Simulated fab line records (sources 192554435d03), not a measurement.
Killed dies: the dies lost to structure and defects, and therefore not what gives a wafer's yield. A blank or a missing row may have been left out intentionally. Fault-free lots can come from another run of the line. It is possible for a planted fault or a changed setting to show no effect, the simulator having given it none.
fab line records | flow n5_finfet
record lots=4 | wafers=12 | last_day=17
route steps=1938 shown BEOL_M0_SAQP@665 BEOL_M0_CUTY@701 BEOL_M4@1111 PASSIVATION@1936
lots that met no fault: from a run of the same line without faults
start_h: hours from the record's opening day to when the first of the lot's shown wafers began | wait_h: hours from the lot's prior step to this one | " unchanged from the row above | L1.1+2: a single row standing in for several wafers | - either no value or no given start | * or withheld: withheld | < > ~ a bound
route shown NAME@n: a module of which the file shows steps, and the number in the route of the first | usual: mean/standard deviation of fault-free wafers | same: alike in all rows | chamber/n: place in a boat | sites: readings site by site | _std_site: standard deviation of those values | _edge_site: outer sites' mean less inner sites' | radius_mm: how far each site lies from the wafer's centre | mask NAME#n: copy n | behind: the most recent tool/chamber to have shaped the wafer | hold: what put the lot on hold/how long, in hours/how the hold closed | device: the transistor (n, p or np) that didn't switch | end of line: at the end of the route, the tests of the same wafers | for a step that has no rows: nothing shown but its recipe | killed: the dies lost at the first sort to structure and to defects; this is not the yield of the wafer | map: per-die view of a wafer (x killed, . not killed, _ where there is no die)
set.NAME: the run value of the setting; set.NAME@STEP: its run value at that earlier step | model.NAME: the simulator's own value behind a step, which no gauge read
lots seen at some steps along the route; tables by step, rows by wafer
services: from which hour (start_h, from the record's first day; less than 0 if before it) a tool's chamber was out of use, for how many hours, and why
## steps
# step N5_BEOL_M0_SAQP_MANDREL1_REMOVE_100
# recipe chemistry=HBr/Cl2/O2 | bt_time_s=10 | target=a-Si | stop_on=SiNx | endpoint=OES-SiCl | over_etch_frac=0.85 | icp_w=600 | bias_w=30 | HBr_flow_sccm=150 | Cl2_flow_sccm=80 | O2_flow_sccm=5 | pressure_mtorr=10
# step N5_BEOL_M0_SAQP_ETCH_101
# recipe chemistry=CH3F/O2 | target=SiNx | mask_material=SiO2 | target_depth_a=299 | time_s=42.7 | pressure_mtorr=30 | source_w=395 | bias_w=73 | Ar_flow_sccm=150 | CH3F_flow_sccm=30 | O2_flow_sccm=20 | ion_energy_ev=120
# step N5_BEOL_M0_SAQP_ETCH_102
# recipe chemistry=CF4 | target=SiO2 | target_depth_a=40 | ion_energy_ev=350 | time_s=4.4 | pressure_mtorr=10 | icp_w=800 | bias_w=400 | cf4_flow_sccm=80
# step N5_BEOL_M0_SAQP_MANDREL_ETCH_103
# recipe chemistry=HBr/Cl2 | target=a-Si | target_depth_a=450 | bt_time_s=10 | stop_on=SiCN | mask_material=SiO2 | over_etch_frac=0.8 | time_s=27 | pressure_mtorr=10 | icp_w=800 | bias_w=75 | HBr_flow_sccm=150 | Cl2_flow_sccm=80 | ends=end_point
# step N5_BEOL_M0_SAQP_RECESS_104
# recipe chemistry=HF/NH3 | target=SiO2 | target_depth_a=180 | afs_cycles=3 | temp_c=30 | sublimation_temp_c=180 | sublimation_time_s=60
# step N5_BEOL_M0_SAQP_COAT_105
# recipe resist=SOC | temp_c=250 | time_s=60 | spin_rpm=1500 | resist_thk_nm=100
# step N5_BEOL_M0_SAQP_ETCH_106
# recipe chemistry=N2/H2 | target=SOC | target_depth_a=1500 | stop_on=SiNx | ion_energy_ev=100 | bias_w=61 | pressure_mtorr=30 | source_w=850 | n2_flow_sccm=200 | h2_flow_sccm=200
# step N5_BEOL_M0_SAQP_ETCH_107
# recipe chemistry=CH3F/O2 | target=SiNx | target_depth_a=300 | mask_material=SOC | pressure_mtorr=30 | source_w=395 | bias_w=73 | Ar_flow_sccm=150 | CH3F_flow_sccm=30 | O2_flow_sccm=20 | ion_energy_ev=120
# step N5_BEOL_M0_SAQP_STRIP_108
# recipe chemistry=N2/H2 | power_w=500 | temp_c=40 | pressure_mtorr=50 | rf_frequency_hz=6e+07 | overash_fraction=0.3 | bias_power_w=28 | h2_frac=0.5 | n2_flow_sccm=300 | h2_flow_sccm=300
# step N5_BEOL_M0_SAQP_RECESS_109
# recipe chemistry=HF/NH3 | target=SiO2 | target_depth_a=30 | afs_cycles=1 | temp_c=30 | sublimation_temp_c=180 | sublimation_time_s=60
# step N5_BEOL_M0_SAQP_SPACER2_ALD_26
# recipe material=SiO2 | target_thk_a=150 | temp_c=300 | ald_precursor_family=BDEAS | ald_co_reactant=O2-plasma | pulse_time_s=1 | purge_time_s=2 | co_reactant_purge_time_s=2 | pressure_torr=2
# step N5_BEOL_M0_SAQP_SPACER2_ETCHBACK_27
# recipe chemistry=CHF3/O2 | mode=anisotropic_etchback | target=SiO2 | target_depth_a=225 | time_s=11.25 | pressure_mtorr=30 | source_w=650 | bias_w=170 | Ar_flow_sccm=200 | CHF3_flow_sccm=50 | O2_flow_sccm=5 | ion_energy_ev=200
# usual drypump_motor_current_A=5.8/0.38 | oes_f_703_au=0.83/0.077 | oes_product_au=0.82/0.07 | rf_vpp_V=521/6.8 | showerhead_plenum_p_Torr=2.43/0.094 | throttle_valve_pct=18.84/0.24
lot.wafer | tool        | chamber | start_h | wait_h | drypump_motor_current_A | oes_f_703_au | oes_product_au | rf_hours_counter_h | rf_vpp_V | showerhead_plenum_p_Torr | throttle_valve_pct
L203.4    | rie_diel-02 | 1       | 125.40  | 0.3    | 5.7                     | 0.92         | 0.92           | 28                 | 514      | 2.56                     | 18.55
L203.5    | "           | 2       | "       | "      | 6.5                     | 0.83         | 0.81           | -                  | 514      | 2.33                     | 19.13
L203.6    | "           | 3       | "       | "      | 5.9                     | 0.87         | 0.85           | -                  | 521      | 2.56                     | 18.46
L209.3    | rie_diel-02 | 1       | 157.42  | 0.3    | 5.6                     | 0.90         | 0.91           | 38                 | 513      | 2.55                     | 18.56
L209.5    | "           | 0       | "       | "      | 5.1                     | 0.77         | 0.77           | -                  | 527      | 2.53                     | 19.21
L209.6    | "           | 3       | "       | "      | 5.8                     | 0.86         | 0.85           | -                  | 523      | 2.56                     | 18.48
L211.2    | rie_diel-02 | 1       | 174.62  | 0.4    | 5.6                     | 0.89         | 0.89           | 43                 | 515      | 2.55                     | 18.56
L211.3    | "           | 0       | "       | "      | 5.1                     | 0.76         | 0.76           | 155                | 525      | 2.53                     | 19.23
L211.4    | "           | 3       | "       | "      | 5.9                     | 0.84         | 0.84           | 71                 | 521      | 2.56                     | 18.49
L224.1    | rie_diel-06 | 0       | 246.94  | 0.3    | 5.7                     | 0.70         | 0.70           | 219                | 521      | 2.28                     | 19.04
L224.4    | "           | 2       | "       | "      | 6.0                     | 0.81         | 0.80           | 100                | 529      | 2.53                     | 18.72
L224.5    | "           | 2       | "       | "      | 6.0                     | 0.80         | 0.80           | -                  | 529      | 2.53                     | 18.73
# step N5_BEOL_M0_SAQP_MANDREL2_REMOVE_110
# recipe chemistry=HBr/Cl2/O2 | bt_time_s=10 | target=a-Si | stop_on=SiCN | endpoint=OES-SiCl | over_etch_frac=1 | icp_w=600 | bias_w=30 | HBr_flow_sccm=150 | Cl2_flow_sccm=80 | O2_flow_sccm=5 | pressure_mtorr=10
# step N5_BEOL_M0_SAQP_COAT_69
# recipe resist=SOC | temp_c=250 | time_s=60 | spin_rpm=1500 | resist_thk_nm=90
# step N5_BEOL_M0_SAQP_COAT_72
# recipe resist=SiARC | temp_c=220 | time_s=60 | spin_rpm=1500 | resist_thk_nm=15
# step N5_BEOL_M0_SAQP_COAT_87
# recipe resist=underlayer | temp_c=205 | time_s=60 | spin_rpm=1500 | resist_thk_nm=5
# step N5_BEOL_M0_SAQP_COAT_34
# recipe resist=CAR-EUV | spin_rpm=1500 | resist_thk_nm=30
# step N5_BEOL_M0_SAQP_EBR_36
# recipe solvent=PGMEA | ebr_width_mm=1.5
# step N5_BEOL_M0_SAQP_SOFTBAKE_35
# recipe temp_c=110 | time_s=60 | resist=CAR-EUV
# step N5_BEOL_M0_SAQP_EXPOSE_37
# recipe mask_id=M0_CUT1 | na=0.33 | source_shape=annular | sigma_inner=0.35 | sigma_outer=0.8 | polarization=unpolarized | target_cd_nm=30 | dose_mj=44.75
# step N5_BEOL_M0_SAQP_PEB_38
# recipe peb_temp_c=100 | peb_time_s=60 | resist=CAR-EUV
# step N5_BEOL_M0_SAQP_DEVELOP_39
# recipe develop_time_s=30 | developer=TMAH | resist=CAR-EUV | rinse_liquid=surfactant_rinse | dry=air_spin | dev_temp_c=23
# step N5_BEOL_M0_SAQP_DESCUM_45
# recipe chemistry=O2 | time_s=7 | source_power_w=50 | bias_power_w=20 | pressure_mtorr=20 | rf_frequency_hz=2.712e+07 | temp_c=40 | resist=CAR-EUV | o2_flow_sccm=225
# step N5_BEOL_M0_SAQP_ETCH_88
# recipe chemistry=N2/H2 | target=underlayer | target_depth_a=65 | time_s=5.2 | ion_energy_ev=200 | mask_material=CAR-EUV | pressure_mtorr=30 | source_w=840 | bias_w=150 | n2_flow_sccm=200 | h2_flow_sccm=200 | ends=cleared
# step N5_BEOL_M0_SAQP_ETCH_73
# recipe chemistry=CF4 | target=SiARC | target_depth_a=195 | mask_material=CAR-EUV | time_s=32.5 | ion_energy_ev=80 | pressure_mtorr=40 | source_w=545 | bias_w=36 | Ar_flow_sccm=100 | cf4_flow_sccm=100 | ends=cleared
# step N5_BEOL_M0_SAQP_CUT_ETCH_46
# recipe chemistry=N2/H2 | target=SOC | target_depth_a=1350 | overetch_a=270 | temp_c=40 | time_s=202.5 | ion_energy_ev=200 | mask_material=SiARC | pressure_mtorr=30 | source_w=840 | bias_w=150 | n2_flow_sccm=200 | h2_flow_sccm=200
# step N5_BEOL_M0_SAQP_STRIP_74
# recipe chemistry=N2/H2 | temp_c=40 | n2_flow_sccm=200 | h2_flow_sccm=200 | rf_frequency_hz=6e+07
# step N5_BEOL_M0_SAQP_STRIP_89
# recipe chemistry=N2/H2 | temp_c=40 | n2_flow_sccm=200 | h2_flow_sccm=200 | rf_frequency_hz=6e+07
# step N5_BEOL_M0_SAQP_ALD_48
# recipe material=SiO2 | target_thk_a=200 | temp_c=100 | ald_precursor_family=BDEAS | ald_co_reactant=O2-plasma | pulse_time_s=1 | co_reactant_pulse_time_s=1 | purge_time_s=2 | co_reactant_purge_time_s=2 | ald_cycles=139 | pressure_torr=2
# step N5_BEOL_M0_SAQP_ETCH_49
# recipe chemistry=CF4/O2 | target_depth_a=370 | target=SiO2 | pressure_mtorr=40 | source_w=535 | bias_w=49 | Ar_flow_sccm=100 | cf4_flow_sccm=100 | O2_flow_sccm=10 | ion_energy_ev=100
# step N5_BEOL_M0_SAQP_STRIP_75
# recipe chemistry=CF4 | resist=SiARC | power_w=300 | bias_power_w=75 | pressure_mtorr=50 | cf4_flow_sccm=150 | rf_frequency_hz=6e+07
# step N5_BEOL_M0_CUTY_COAT_50
# recipe resist=SiARC | temp_c=220 | time_s=60 | spin_rpm=1500 | resist_thk_nm=15
# step N5_BEOL_M0_CUTY_COAT_51
# recipe resist=CAR-ArF-block | spin_rpm=1500 | resist_thk_nm=150
# step N5_BEOL_M0_CUTY_EBR_52
# recipe solvent=PGMEA | ebr_width_mm=1.5
# step N5_BEOL_M0_CUTY_SOFTBAKE_53
# recipe temp_c=110 | time_s=60 | resist=CAR-ArF-block
# step N5_BEOL_M0_CUTY_EXPOSE_54
# recipe mask_id=M0_ABLK | na=1.35 | source_shape=conventional | sigma_outer=0.8 | polarization=unpolarized | dose_mj=36
# step N5_BEOL_M0_CUTY_PEB_55
# recipe peb_temp_c=110 | peb_time_s=60 | resist=CAR-ArF-block
# step N5_BEOL_M0_CUTY_INSPECT_59
# recipe mode=adi | inspect_instrument=macro
# usual raw_defect_count=2.0/1.4
lot.wafer | tool              | chamber | start_h | wait_h | raw_defect_count
L203.4    | defect_inspect-01 | -       | 127.42  | 0.0    | 2
L203.5    | "                 | -       | "       | "      | 2
L203.6    | "                 | -       | "       | "      | 4
L209.3    | defect_inspect-02 | -       | 159.78  | 0.0    | 2
L209.5    | "                 | -       | "       | "      | 25
L209.6    | "                 | -       | "       | "      | 1
L211.2    | defect_inspect-01 | -       | 176.71  | 0.0    | 2
L211.3    | "                 | -       | "       | "      | 28
L211.4    | "                 | -       | "       | "      | 3
L224.1    | defect_inspect-01 | -       | 249.41  | 0.0    | 1
L224.4    | "                 | -       | "       | "      | 1
L224.5    | "                 | -       | "       | "      | 3
# step N5_BEOL_M4_RC_MEAS_101
# usual DIBL_N=37.1/1.9 | DIBL_P=37.2/2.3 | IOFF_N=0.18/0.04 | IOFF_P=0.23/0.044 | ION_N=682/11 | ION_P=468/8.6 | SS_N=71.9/0.68 | SS_P=73.5/0.74 | VT_N=248/3.4 | VT_P=-248/3.4
lot.wafer | tool      | chamber | start_h | wait_h | DIBL_N[mV/V] | DIBL_P[mV/V] | IOFF_N[nA/um] | IOFF_P[nA/um] | ION_N[uA/um] | ION_P[uA/um] | SS_N[mV/dec] | SS_P[mV/dec] | VT_N[mV] | VT_P[mV]
L203.4    | prober-02 | 0       | 191.53  | 0.7    | 36.1         | 37.4         | 0.18          | 0.25          | 680          | 470          | 71.8         | 73.8         | 249      | -248
L203.5    | "         | 0       | "       | "      | 34.6         | 35.3         | 0.14          | 0.21          | 666          | 466          | 71.7         | 73.4         | 253      | -247
L203.6    | "         | 0       | "       | "      | 36.5         | 38.6         | 0.18          | 0.27          | 684          | 478          | 71.5         | 73.8         | 249      | -245
L209.3    | prober-01 | 0       | 212.99  | 0.3    | 35.9         | 36.9         | 0.17          | 0.24          | 690          | 474          | 71.9         | 73.0         | 249      | -249
L209.5    | "         | 0       | "       | "      | 37.3         | 37.5         | 0.20          | 0.25          | 693          | 482          | 71.7         | 73.8         | 244      | -244
L209.6    | "         | 0       | "       | "      | 37.6         | 38.9         | 0.23          | 0.27          | 705          | 477          | 72.3         | 73.9         | 242      | -246
L211.2    | prober-01 | 0       | 226.36  | 0.2    | 34.4         | 36.7         | 0.15          | 0.18          | 683          | 470          | 71.2         | 73.1         | 252      | -253
L211.3    | "         | 0       | "       | "      | 35.2         | 36.9         | 0.14          | 0.18          | 675          | 462          | 71.4         | 72.7         | 253      | -254
L211.4    | "         | 0       | "       | "      | 35.6         | 38.5         | 0.16          | 0.20          | 686          | 469          | 71.0         | 74.2         | 249      | -252
L224.1    | prober-02 | 0       | 297.82  | 0.0    | 38.2         | 40.0         | 0.20          | 0.27          | 678          | 458          | 71.4         | 75.1         | 246      | -247
L224.4    | "         | 0       | "       | "      | 36.9         | 36.7         | 0.16          | 0.21          | 668          | 457          | 71.6         | 72.9         | 252      | -252
L224.5    | "         | 0       | "       | "      | 37.0         | 37.8         | 0.19          | 0.23          | 683          | 464          | 71.7         | 73.2         | 247      | -249
# step N5_PASSIVATION_PROBE_49
# usual defect_limited_yield=91.5/1.4 | killed_at_M0_to_M3=32/9.7 | killed_at_M4_up=14/5.3 | killed_at_contacts=11/6 | killed_at_front_end=39/14 | killed_at_other=3.3/2.7 | killed_dies=100/17 | killed_open=66/13 | killed_short=32/7.4 | sort_bin_5_function=4.9/0.9 | sort_bin_6_memory=3.2/0.72 | sort_n_pass=1080/17 | sort_yield_pct=91.5/1.4
# same gross_dies=1180 | killed_at_back_side=0 | sort_bin_4_leakage[%]=0 | sort_bin_8_speed[%]=0
lot.wafer | tool      | chamber | start_h | wait_h | defect_limited_yield[%] | killed_at_M0_to_M3 | killed_at_M4_up | killed_at_contacts | killed_at_front_end | killed_at_other | killed_dies | killed_open | killed_short | sort_bin_5_function[%] | sort_bin_6_memory[%] | sort_n_pass | sort_yield_pct[%]
L209.5    | prober-02 | -       | 311.53  | 0.2    | 89.4                    | 43                 | 11              | 11                 | 60                  | 0               | 125         | 71          | 31           | 6.2                    | 4.1                  | 1055        | 89.4
L209.6    | prober-02 | -       | 311.58  | 0.3    | 89.0                    | 38                 | 10              | 18                 | 57                  | 7               | 130         | 70          | 42           | 5.9                    | 3.6                  | 1050        | 89.0
L211.3    | prober-01 | -       | 328.79  | 0.1    | 90.8                    | 38                 | 11              | 9                  | 49                  | 1               | 108         | 60          | 24           | 4.9                    | 3.6                  | 1072        | 90.8
# killed by level:class
L209.5 BEOL_M0_SAQP:unspecified=22 FIN_SAQP:geometric_particle:open=19 FIN_SAQP:geometric_particle:short=13 STI_FIN_REVEAL:geometric_particle:open=12 MOL_CONTACT_COAG:geometric_particle:open=9 STARTING-WAFER:geometric_particle:open=4 DUMMY_GATE:geometric_particle:open=4 BEOL_M0_SAQP:geometric_particle:short=4
L209.6 HKMG_FIN:area_etch=15 MOL_CONTACT_COAG:geometric_particle:open=14 BEOL_M0_SAQP:geometric_particle:short=11 FIN_SAQP:geometric_particle:short=8 STI_FIN_REVEAL:geometric_particle:open=8 FIN_SAQP:geometric_particle:open=7 BEOL_M3:geometric_particle:open=7 BEOL_M0_SAQP:geometric_particle:open=7
L211.3 BEOL_M0_SAQP:unspecified=22 STI_FIN_REVEAL:geometric_particle:open=16 FIN_SAQP:geometric_particle:short=10 FIN_SAQP:geometric_particle:open=10 MOL_CONTACT_COAG:geometric_particle:open=8 BEOL_M4:geometric_particle:open=5 BEOL_M0_SAQP:geometric_particle:short=4 BEOL_M2:geometric_particle:open=4
## services
tool        | chamber | start_h | hours | kind
rie_diel-02 | 3       | 139.39  | 2.0   | repair
rie_diel-06 | 1       | 181.26  | 7.0   | repair
rie_diel-06 | 2       | 187.71  | 4.6   | repair
rie_diel-02 | 3       | 240.22  | 32.8  | repair
## key
first_sign step=N5_BEOL_M0_CUTY_INSPECT_59 | reading=raw_defect_count | direction=up | sigmas=17 | usual=2.0 | struck=26.5
effect none on later readings
met_at N5_BEOL_M0_SAQP_SPACER2_ETCHBACK_27
struck_wafers L209.5,L211.3
baseline_loss step=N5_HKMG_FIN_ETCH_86 | wafers=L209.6
fault kind=chamber_particle_source | tool=rie_diel-02 | chamber=0 | onset_h=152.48 | steps=N5_BEOL_M0_SAQP_SPACER2_ETCHBACK_27 | rate_per_visit_cm2=0.038246 | end_h=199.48
# baseline_loss: these wafers lose ten dies or more at that step, a loss of the line's own and not of a fault; the sort's usual values leave them out
